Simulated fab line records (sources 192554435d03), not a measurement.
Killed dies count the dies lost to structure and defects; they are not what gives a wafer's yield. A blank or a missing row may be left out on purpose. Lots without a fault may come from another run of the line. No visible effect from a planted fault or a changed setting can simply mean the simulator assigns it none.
Matching of chambers | flow n5-finfet | N5_BEOL_M3_ILD_DEP_00 on pecvd-01 has 3 sister chambers
The step deposits SiOC from DEMS/O2, target thk 79 nm, time 15.3 s. 3 wafers are shown with their chamber, then 11 later ones without.

## WAFERS, EACH WITH ITS CHAMBER
wafer  | chamber | throttle-valve-pct (%)
L092.2 | 1       | 12.3
L092.3 | 0       | 12.4
L094.2 | 2       | 11.3

## WAFERS WITHOUT THEIR CHAMBER
wafer  | throttle-valve-pct (%)
L094.3 | 12.3
L094.4 | 12.2
L096.3 | 11.1
L096.4 | 12.2
L096.5 | 12.2
L095.3 | 11.5
L095.5 | 11.6
L095.6 | 12.3
L097.2 | 12.1
L097.4 | 12.3
L097.5 | 11.2

## THE CHAMBER EACH PASSED THROUGH
wafer  | from the rows above     | in truth
L094.3 | can't be placed: 1 or 0 | 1
L094.4 | can't be placed: 1 or 0 | 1
L096.3 | 2                       | 2
L096.4 | can't be placed: 1 or 0 | 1
L096.5 | can't be placed: 1 or 0 | 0
L095.3 | 2                       | 2
L095.5 | 2                       | 2
L095.6 | can't be placed: 1 or 0 | 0
L097.2 | can't be placed: 1 or 0 | 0
L097.4 | can't be placed: 1 or 0 | 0
L097.5 | 2                       | 2
Correct placement for 4 of the 11. Unplaceable from these rows: 7, with the true chamber sitting among the candidates in 7. Placed wrongly: 0.
How it was worked out, from the rows above alone: a wafer's distance from a chamber is the root of the sum, over the readings, of the square of ((its reading less the chamber's mean) divided by the reading's scatter). If the next closest chamber is less than 2 further off than the closest, the wafer can't be placed; otherwise it belongs to the closest. A chamber's mean is the mean of its shown wafers. The scatter (one wafer shown for each chamber): square how far every hidden wafer sits from the nearest shown wafer, average those squares and take the square root.
